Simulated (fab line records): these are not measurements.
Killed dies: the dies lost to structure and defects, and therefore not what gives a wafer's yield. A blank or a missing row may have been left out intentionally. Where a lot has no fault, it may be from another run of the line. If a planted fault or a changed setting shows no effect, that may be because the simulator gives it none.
Chamber matching + flow n5Finfet + rieDiel-06 running N5_BEOL_M6_STRIP_67: 4 sister chambers
The step strips in CF4. 22 wafers are shown with their chamber, then 11 later ones without.

== WAFERS WITH THEIR CHAMBER ==
| wafer  | chamber | showerheadPlenumPTorr (Torr) | drypumpMotorCurrentA (A) | throttleValvePct (%) |
|--------|---------|------------------------------|--------------------------|----------------------|
| L083.1 | 1       | 1.81                         | 5.41                     | 13.43                |
| L083.4 | 3       | 1.71                         | 5.93                     | 13.95                |
| L083.5 | 0       | 1.75                         | 6.07                     | 13.38                |
| L088.1 | 0       | 1.75                         | 6.04                     | 13.40                |
| L088.2 | 3       | 1.71                         | 5.95                     | 13.95                |
| L088.3 | 2       | 1.82                         | 5.53                     | 13.51                |
| L088.4 | 1       | 1.81                         | 5.41                     | 13.44                |
| L088.5 | 2       | 1.82                         | 5.54                     | 13.52                |
| L088.6 | 1       | 1.81                         | 5.40                     | 13.43                |
| L087.1 | 2       | 1.82                         | 5.55                     | 13.53                |
| L087.2 | 1       | 1.81                         | 5.41                     | 13.42                |
| L087.3 | 3       | 1.71                         | 5.92                     | 13.97                |
| L087.4 | 0       | 1.75                         | 6.01                     | 13.41                |
| L087.5 | 1       | 1.81                         | 5.40                     | 13.43                |
| L087.6 | 2       | 1.82                         | 5.54                     | 13.52                |
| L089.1 | 0       | 1.75                         | 6.06                     | 13.41                |
| L089.2 | 1       | 1.81                         | 5.41                     | 13.45                |
| L089.3 | 2       | 1.82                         | 5.52                     | 13.54                |
| L089.4 | 3       | 1.71                         | 5.91                     | 13.98                |
| L089.5 | 1       | 1.81                         | 5.40                     | 13.44                |
| L089.6 | 2       | 1.82                         | 5.53                     | 13.53                |
| L091.1 | 2       | 1.81                         | 5.53                     | 13.54                |

SIGNATURES (means of the wafers above)
| reading               | chamber 0 | chamber 1 | chamber 2 | chamber 3 | scatter within a chamber |
|-----------------------|-----------|-----------|-----------|-----------|--------------------------|
| showerheadPlenumPTorr | 1.7500    | 1.8100    | 1.8186    | 1.7100    | 0.00218                  |
| drypumpMotorCurrentA  | 6.0450    | 5.4057    | 5.5343    | 5.9275    | 0.0144                   |
| throttleValvePct      | 13.4000   | 13.4343   | 13.5271   | 13.9625   | 0.012                    |
Rule: for a wafer and a chamber, the distance is found by dividing, reading by reading, the gap between the wafer's reading and the chamber's mean by the reading's scatter, squaring, summing and taking the root. The wafer belongs to the nearest chamber; if the next one is less than 2 further off, it can't be placed. The scatter is the square root of a quotient: the sum, over the shown wafers, of each reading's squared deviation from its chamber's mean, divided by wafers minus chambers.

== WAFERS WITH NO CHAMBER GIVEN ==
| wafer  | showerheadPlenumPTorr (Torr) | drypumpMotorCurrentA (A) | throttleValvePct (%) |
|--------|------------------------------|--------------------------|----------------------|
| L091.3 | 1.81                         | 5.41                     | 13.46                |
| L091.5 | 1.81                         | 5.54                     | 13.53                |
| L093.3 | 1.75                         | 6.01                     | 13.44                |
| L093.5 | 1.75                         | 6.06                     | 13.44                |
| L093.6 | 1.81                         | 5.52                     | 13.54                |
| L097.1 | 1.91                         | 5.94                     | 13.40                |
| L097.2 | 1.81                         | 5.53                     | 13.58                |
| L097.3 | 1.74                         | 6.05                     | 13.45                |
| L097.4 | 1.80                         | 5.42                     | 13.48                |
| L097.5 | 1.81                         | 5.42                     | 13.48                |
| L097.6 | 1.74                         | 6.05                     | 13.45                |

== WHICH CHAMBER EACH WENT THROUGH ==
| wafer  | from the rows above | in truth                   |
|--------|---------------------|----------------------------|
| L091.3 | 1                   | 1                          |
| L091.5 | 2                   | 2                          |
| L093.3 | 0                   | 0                          |
| L093.5 | 0                   | 0                          |
| L093.6 | 2                   | 2                          |
| L097.1 | 2                   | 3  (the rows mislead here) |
| L097.2 | 2                   | 2                          |
| L097.3 | 0                   | 0                          |
| L097.4 | 1                   | 1                          |
| L097.5 | 1                   | 1                          |
| L097.6 | 0                   | 0                          |
Correct placement for 10 of the 11. Number that these rows cannot place: 0. 1 placed wrongly.
